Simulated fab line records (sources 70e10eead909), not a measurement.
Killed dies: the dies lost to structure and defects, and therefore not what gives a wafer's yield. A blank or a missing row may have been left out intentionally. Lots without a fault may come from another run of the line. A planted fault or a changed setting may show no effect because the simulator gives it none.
The tool behind it: which one? :: flow nand harc :: 39 wafers from 13 lots sampled at 5 of the route's 1302 steps

WHAT THE GAUGES READ, wafer by wafer
NHARC_END_SORT_01. Usual: killed at array 52, standard deviation 16; killed at other 0.8, standard deviation 0.98; killed at periphery 4.2, standard deviation 2.9; killed dies 57, standard deviation 16; killed open 3.3, standard deviation 1.9; killed short 2.5, standard deviation 1.5.
lot: L990
measured: day 33 13:04
on: prober-01
killed at array: 17 26 23
killed at other: 0 0 2
killed at periphery: 15 8 12
killed dies: 32 34 37
killed open: 3 7 2
killed short: 0 3 4
flag: 

WHAT TOOL EACH LOT RAN ON (gives the tool, then ch and the chambers of the sampled wafers, and finally the start)
lot: L969
NHARC_P_GATE_EXPOSE_56: krf scanner-04 ch 0, day 5 22:22
NHARC_A_BONDPAD_STRIP_15: rie diel-07 ch 0,1, day 23 22:26
NHARC_THIN_TSV_ANNEAL_52: rtp anneal-01 ch 0, day 24 17:58
NHARC_THIN_TSV_STRIP_56: plasma asher-02 ch 0,1, day 24 20:23

lot: L971
NHARC_P_GATE_EXPOSE_56: krf scanner-01 ch 0, day 6 14:41
NHARC_A_BONDPAD_STRIP_15: rie diel-07 ch 0,2,3, day 24 13:23
NHARC_THIN_TSV_ANNEAL_52: rtp anneal-02 ch 0, day 25 09:05
NHARC_THIN_TSV_STRIP_56: plasma asher-01 ch 0,1, day 25 11:34

lot: L972
NHARC_P_GATE_EXPOSE_56: krf scanner-04 ch 0, day 6 15:12
NHARC_A_BONDPAD_STRIP_15: rie diel-01 ch 0,2, day 24 05:11
NHARC_THIN_TSV_ANNEAL_52: rtp anneal-01 ch 0, day 24 23:33
NHARC_THIN_TSV_STRIP_56: plasma asher-01 ch 1, day 25 02:01

lot: L973
NHARC_P_GATE_EXPOSE_56: krf scanner-04 ch 0, day 7 09:08
NHARC_A_BONDPAD_STRIP_15: rie diel-07 ch 0,1,3, day 24 13:59
NHARC_THIN_TSV_ANNEAL_52: rtp anneal-01 ch 0, day 25 07:48
NHARC_THIN_TSV_STRIP_56: plasma asher-02 ch 0,1, day 25 10:19

lot: L974
NHARC_P_GATE_EXPOSE_56: krf scanner-01 ch 0, day 7 17:32
NHARC_A_BONDPAD_STRIP_15: rie diel-01 ch 1,2,3, day 24 16:22
NHARC_THIN_TSV_ANNEAL_52: rtp anneal-01 ch 0, day 25 10:17
NHARC_THIN_TSV_STRIP_56: plasma asher-01 ch 0,1, day 25 12:44

lot: L975
NHARC_P_GATE_EXPOSE_56: krf scanner-01 ch 0, day 8 13:08
NHARC_A_BONDPAD_STRIP_15: rie diel-01 ch 0,1,3, day 25 21:50
NHARC_THIN_TSV_ANNEAL_52: rtp anneal-02 ch 0, day 26 14:50
NHARC_THIN_TSV_STRIP_56: plasma asher-01 ch 0,1, day 26 17:26

lot: L976
NHARC_P_GATE_EXPOSE_56: krf scanner-01 ch 0, day 8 13:22
NHARC_A_BONDPAD_STRIP_15: rie diel-01 ch 0,1, day 25 18:51
NHARC_THIN_TSV_ANNEAL_52: rtp anneal-01 ch 0, day 26 13:57
NHARC_THIN_TSV_STRIP_56: plasma asher-01 ch 0,1, day 26 16:22

lot: L977
NHARC_P_GATE_EXPOSE_56: krf scanner-03 ch 0, day 9 02:13
NHARC_A_BONDPAD_STRIP_15: rie diel-01 ch 1,2, day 26 08:17
NHARC_THIN_TSV_ANNEAL_52: rtp anneal-02 ch 0, day 27 03:43
NHARC_THIN_TSV_STRIP_56: plasma asher-02 ch 0,1, day 27 06:11

lot: L978
NHARC_P_GATE_EXPOSE_56: krf scanner-04 ch 0, day 9 05:52
NHARC_A_BONDPAD_STRIP_15: rie diel-13 ch 1,3, day 26 10:38
NHARC_THIN_TSV_ANNEAL_52: rtp anneal-02 ch 0, day 27 02:32
NHARC_THIN_TSV_STRIP_56: plasma asher-02 ch 0,1, day 27 05:08

lot: L979
NHARC_P_GATE_EXPOSE_56: krf scanner-04 ch 0, day 9 15:16
NHARC_A_BONDPAD_STRIP_15: rie diel-07 ch 0,1,3, day 27 08:25
NHARC_THIN_TSV_ANNEAL_52: rtp anneal-02 ch 0, day 28 04:26
NHARC_THIN_TSV_STRIP_56: plasma asher-01 ch 0,1, day 28 07:01

lot: L981
NHARC_P_GATE_EXPOSE_56: krf scanner-01 ch 0, day 10 08:57
NHARC_A_BONDPAD_STRIP_15: rie diel-07 ch 0,1,3, day 27 15:41
NHARC_THIN_TSV_ANNEAL_52: rtp anneal-01 ch 0, day 28 08:56
NHARC_THIN_TSV_STRIP_56: plasma asher-02 ch 0,1, day 28 11:24

lot: L984
NHARC_P_GATE_EXPOSE_56: krf scanner-04 ch 0, day 11 16:53
NHARC_A_BONDPAD_STRIP_15: rie diel-01 ch 0,1,3, day 28 15:38
NHARC_THIN_TSV_ANNEAL_52: rtp anneal-02 ch 0, day 29 11:27
NHARC_THIN_TSV_STRIP_56: plasma asher-02 ch 0, day 29 13:55

lot: L990
NHARC_P_GATE_EXPOSE_56: krf scanner-04 ch 0, day 14 22:46
NHARC_A_BONDPAD_STRIP_15: rie diel-07 ch 1,2,3, day 32 08:51
NHARC_THIN_TSV_ANNEAL_52: rtp anneal-01 ch 0, day 33 02:15
NHARC_THIN_TSV_STRIP_56: plasma asher-01 ch 0,1, day 33 04:49
- NHARC_P_GATE_EXPOSE_56: exposes mask P PSD, target cd 720 nm.
- NHARC_A_BONDPAD_STRIP_15: strips in O2.
- NHARC_THIN_TSV_ANNEAL_52: time 90 s.
- NHARC_THIN_TSV_STRIP_56: strips in O2.

AS READ BY THE TOOLS THEMSELVES (means over the sampled wafers that have a number; for cases with no such wafer, the mark the record gives instead)
NHARC_A_BONDPAD_STRIP_15. Usual: drypump motor current A 5.4 A, standard deviation 0.47; oes product au 1.005 a.u., standard deviation 0.0094; rf vpp V 57.8 V, standard deviation 0.93; showerhead plenum p Torr 3.56 Torr, standard deviation 0.15; throttle valve pct 17.037 %, standard deviation 0.0091.
lot: L969
tool: rie diel-07
drypump motor current A (A): 5.5
oes product au (a.u.): 1.011
rf vpp V (V): 57.9
showerhead plenum p Torr (Torr): 3.40
throttle valve pct (%): 17.040
flag: 

lot: L971
tool: rie diel-07
drypump motor current A (A): 5.1
oes product au (a.u.): 1.011
rf vpp V (V): 58.3
showerhead plenum p Torr (Torr): 3.56
throttle valve pct (%): 17.047
flag: 

lot: L972
tool: rie diel-01
drypump motor current A (A): 5.2
oes product au (a.u.): 0.999
rf vpp V (V): 58.4
showerhead plenum p Torr (Torr): 3.56
throttle valve pct (%): 17.042
flag: 

lot: L973
tool: rie diel-07
drypump motor current A (A): 5.2
oes product au (a.u.): 1.008
rf vpp V (V): 57.4
showerhead plenum p Torr (Torr): 3.47
throttle valve pct (%): 17.029
flag: 

lot: L974
tool: rie diel-01
drypump motor current A (A): 5.7
oes product au (a.u.): 1.001
rf vpp V (V): 57.9
showerhead plenum p Torr (Torr): 3.68
throttle valve pct (%): 17.038
flag: 

lot: L975
tool: rie diel-01
drypump motor current A (A): 5.5
oes product au (a.u.): 1.004
rf vpp V (V): 57.7
showerhead plenum p Torr (Torr): 3.66
throttle valve pct (%): 17.034
flag: 

lot: L976
tool: rie diel-01
drypump motor current A (A): 5.4
oes product au (a.u.): 1.005
rf vpp V (V): 58.3
showerhead plenum p Torr (Torr): 3.64
throttle valve pct (%): 17.047
flag: 

lot: L977
tool: rie diel-01
drypump motor current A (A): 5.4
oes product au (a.u.): 1.005
rf vpp V (V): 58.4
showerhead plenum p Torr (Torr): 3.62
throttle valve pct (%): 17.033
flag: 

lot: L978
tool: rie diel-13
drypump motor current A (A): 6.3
oes product au (a.u.): 1.010
rf vpp V (V): 58.0
showerhead plenum p Torr (Torr): 3.48
throttle valve pct (%): 17.047
flag: 

lot: L979
tool: rie diel-07
drypump motor current A (A): 5.2
oes product au (a.u.): 1.004
rf vpp V (V): 58.3
showerhead plenum p Torr (Torr): 3.47
throttle valve pct (%): 17.040
flag: 

lot: L981
tool: rie diel-07
drypump motor current A (A): 5.2
oes product au (a.u.): 0.995
rf vpp V (V): 57.8
showerhead plenum p Torr (Torr): 3.47
throttle valve pct (%): 17.033
flag: 

lot: L984
tool: rie diel-01
drypump motor current A (A): 5.5
oes product au (a.u.): 1.000
rf vpp V (V): 57.7
showerhead plenum p Torr (Torr): 3.66
throttle valve pct (%): 17.031
flag: 

lot: L990
tool: rie diel-07
drypump motor current A (A): 5.4
oes product au (a.u.): 1.000
rf vpp V (V): 57.6
showerhead plenum p Torr (Torr): 3.59
throttle valve pct (%): 17.037
flag: 

NHARC_THIN_TSV_ANNEAL_52. Usual: wafer_temp_C_max reads 225.74 (standard deviation 0.24).
lot: L969
tool: rtp anneal-01
wafer_temp_C_max: 225.49
flag: 

lot: L971
tool: rtp anneal-02
wafer_temp_C_max: 225.90
flag: 

lot: L972
tool: rtp anneal-01
wafer_temp_C_max: 225.53
flag: 

lot: L973
tool: rtp anneal-01
wafer_temp_C_max: 225.71
flag: 

lot: L974
tool: rtp anneal-01
wafer_temp_C_max: 225.75
flag: 

lot: L975
tool: rtp anneal-02
wafer_temp_C_max: 225.72
flag: 

lot: L976
tool: rtp anneal-01
wafer_temp_C_max: 225.71
flag: 

lot: L977
tool: rtp anneal-02
wafer_temp_C_max: 225.85
flag: 

lot: L978
tool: rtp anneal-02
wafer_temp_C_max: 226.20
flag: 

lot: L979
tool: rtp anneal-02
wafer_temp_C_max: 225.89
flag: 

lot: L981
tool: rtp anneal-01
wafer_temp_C_max: 225.52
flag: 

lot: L984
tool: rtp anneal-02
wafer_temp_C_max: 226.08
flag: 

lot: L990
tool: rtp anneal-01
wafer_temp_C_max: 225.70
flag: 

NHARC_THIN_TSV_STRIP_56. Usual: drypump motor current A 5.7 A, standard deviation 0.66; heater power w 339 W, standard deviation 20.
lot: L969
tool: plasma asher-02
drypump motor current A (A): 5.3
heater power w (W): 330
flag: 

lot: L971
tool: plasma asher-01
drypump motor current A (A): 6.1
heater power w (W): 347
flag: 

lot: L972
tool: plasma asher-01
drypump motor current A (A): 5.0
heater power w (W): 315
flag: 

lot: L973
tool: plasma asher-02
drypump motor current A (A): 5.6
heater power w (W): 329
flag: 

lot: L974
tool: plasma asher-01
drypump motor current A (A): 5.6
heater power w (W): 332
flag: 

lot: L975
tool: plasma asher-01
drypump motor current A (A): 5.6
heater power w (W): 336
flag: 

lot: L976
tool: plasma asher-01
drypump motor current A (A): 6.1
heater power w (W): 353
flag: 

lot: L977
tool: plasma asher-02
drypump motor current A (A): 5.6
heater power w (W): 331
flag: 

lot: L978
tool: plasma asher-02
drypump motor current A (A): 5.3
heater power w (W): 338
flag: 

lot: L979
tool: plasma asher-01
drypump motor current A (A): 5.6
heater power w (W): 338
flag: 

lot: L981
tool: plasma asher-02
drypump motor current A (A): 5.6
heater power w (W): 333
flag: 

lot: L984
tool: plasma asher-02
drypump motor current A (A): 5.9
heater power w (W): 333
flag: 

lot: L990
tool: plasma asher-01
drypump motor current A (A): 5.6
heater power w (W): 329
flag: 

THE ANSWER, worked out from the rows above alone
Rule: a lot counts as off when the mean over its wafers that have a number is more than 3 standard deviations away from the usual mean. Also off: a lot with no number at a reading for which 4 or more lots have one. The other lots that the step has rows for count as sound. The gauges are gone through in route order, then the tools' own readings, and for those a lot's mean is taken as printed above. At the first step where some lot is off, the reading lying furthest off is the one used; lots without a number count as furthest.
No lot is off at any reading shown: from this, nothing can be told.

WHAT THE SIMULATOR HAD PUT IN
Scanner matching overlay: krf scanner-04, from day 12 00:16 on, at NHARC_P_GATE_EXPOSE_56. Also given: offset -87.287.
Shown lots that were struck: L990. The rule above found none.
